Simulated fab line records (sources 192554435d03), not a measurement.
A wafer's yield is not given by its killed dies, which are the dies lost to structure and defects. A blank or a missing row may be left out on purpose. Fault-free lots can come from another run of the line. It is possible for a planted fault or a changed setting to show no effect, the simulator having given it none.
Problem report in the 8D (eight disciplines) form, filled by code / flow n5_finfet / the parts of the form that need people (team, actions taken, sign-off) are left out

1. PROBLEM STATEMENT
killed_at_M4_up at N5_PASSIVATION_PROBE_49 reads a mean of 121 on 1 wafer of 1 lot; wafers without a fault read 14 with a standard deviation of 6. Measured from the usual mean, that is +18 standard deviations.
Earliest sighting: wafer L113.3 on prober-02 at day 15 13:55. Wafers with a number at this step in the record: 8, from 3 lots. Rule for "out", or "out of limits": more than 4 standard deviations from the usual mean. The rest of the wafers with a number are treated as sound.

2. WHAT IT IS; WHAT IT IS NOT
question=which readings at this step | is=killed_at_M4_up, defect_limited_yield, killed_dies, killed_on_rim, sort_bin_5_function, sort_n_pass, sort_yield_pct | is not=killed_at_M0_to_M3, killed_at_contacts, killed_at_front_end, killed_at_other, killed_open, killed_short, sort_bin_4_leakage, sort_bin_6_memory
question=which lots | is=L113 | is not=L102, L105
question=which wafers of those lots | is=L113.3 | is not=L113.1, L113.6
question=read on which tools | is=prober-02 | is not=prober-01
question=when | is=from day 15 13:55 | is not=up to then (6 sound wafers); but 1 sound wafer of L113 came after

3. WHAT RULES OUT EACH SUSPECT
Counting: if a tool at a process step up to the reading ran every lot that is out, it stays a suspect. Sound lots after the first of them don't rule it out here, since some wafers of a struck lot are sound.
- pvd_sputter-03 at N5_BEOL_M15_SPUTTER_44 (material Ta, target thk 15 nm, time 24.19 s): kept. The lot that is out, L113, ran on it at day 14 21:06; the last sound lot it ran before that was L105, at day 13 07:25.
- pvd_sputter-02 at N5_PASSIVATION_SPUTTER_20 (material TaN, target thk 50 nm): kept. It ran the lot that is out, L113 (day 15 07:16).
- rie_diel-06 at N5_PASSIVATION_ETCH_54 (etches SiO2 in CHF3/O2, target depth 880 nm, time 440 s): kept. It ran the lot that is out, L113 (day 15 10:11).
- prober-02 at N5_PASSIVATION_PROBE_49: kept. It ran the lot that is out, L113 (day 15 13:49). Its own defect_limited_yield, killed_at_M4_up, killed_dies, killed_on_rim, sort_bin_5_function, sort_n_pass, sort_yield_pct readings are out on those wafers.
- Within rie_diel-06 at N5_PASSIVATION_ETCH_54: the wafers that are out ran in chamber 2; their sound lot-mates ran in chambers 1, 3.
Left after counting: pvd_sputter-03 at N5_BEOL_M15_SPUTTER_44, pvd_sputter-02 at N5_PASSIVATION_SPUTTER_20, rie_diel-06 at N5_PASSIVATION_ETCH_54, prober-02 at N5_PASSIVATION_PROBE_49.

4. THE CAUSE (what the simulator had put in)
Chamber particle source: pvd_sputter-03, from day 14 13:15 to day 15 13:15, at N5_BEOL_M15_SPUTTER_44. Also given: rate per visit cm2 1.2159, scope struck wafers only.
4 suspects survive the count, and this tool is in that group.

5. SEQUENCE OF EFFECTS, ordered by route
Each row: a reading where the mean over the struck wafers with a number is more than 3 standard deviations away from the usual. Scope: only readings with a usual standard deviation given in the record; hours: median across lots of the time from each lot's start at the first step in this table that gives one to its start at this step; sigmas: change in usual standard deviations.
hours=0; step=N5_PASSIVATION_PROBE_49; reading=defect_limited_yield; usual=91.4 %; on struck wafers=82.0; change=-9.4; sigmas=-6.3
hours=0; step=N5_PASSIVATION_PROBE_49; reading=killed_at_M4_up; usual=14; on struck wafers=121; change=+107; sigmas=+18
hours=0; step=N5_PASSIVATION_PROBE_49; reading=killed_dies; usual=102; on struck wafers=212; change=+110; sigmas=+6.1
hours=0; step=N5_PASSIVATION_PROBE_49; reading=killed_on_rim; usual=13; on struck wafers=31; change=+18; sigmas=+5.1
hours=0; step=N5_PASSIVATION_PROBE_49; reading=sort_bin_5_function; usual=5.0 %; on struck wafers=11.0; change=+6.0; sigmas=+6.2
hours=0; step=N5_PASSIVATION_PROBE_49; reading=sort_n_pass; usual=1078; on struck wafers=968; change=-110; sigmas=-5.8
hours=0; step=N5_PASSIVATION_PROBE_49; reading=sort_yield_pct; usual=91.3 %; on struck wafers=82.0; change=-9.3; sigmas=-5.8
The process steps in it:
- N5_PASSIVATION_PROBE_49

6. HOW IT WOULD HAVE BEEN CAUGHT EARLIER
In this record no reading fell out of limits until day 15 13:55, 25 hours after the fault had begun at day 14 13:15.
An alarm limit of 4 standard deviations would not have fired on the tool readings at N5_BEOL_M15_SPUTTER_44 for which the record gives a usual standard deviation, since none of them was out on any struck wafer.
Lots out: 1; all had begun N5_BEOL_M15_SPUTTER_44 on pvd_sputter-03 by day 15 13:55. None of them would have been spared by holding the tool at that moment.
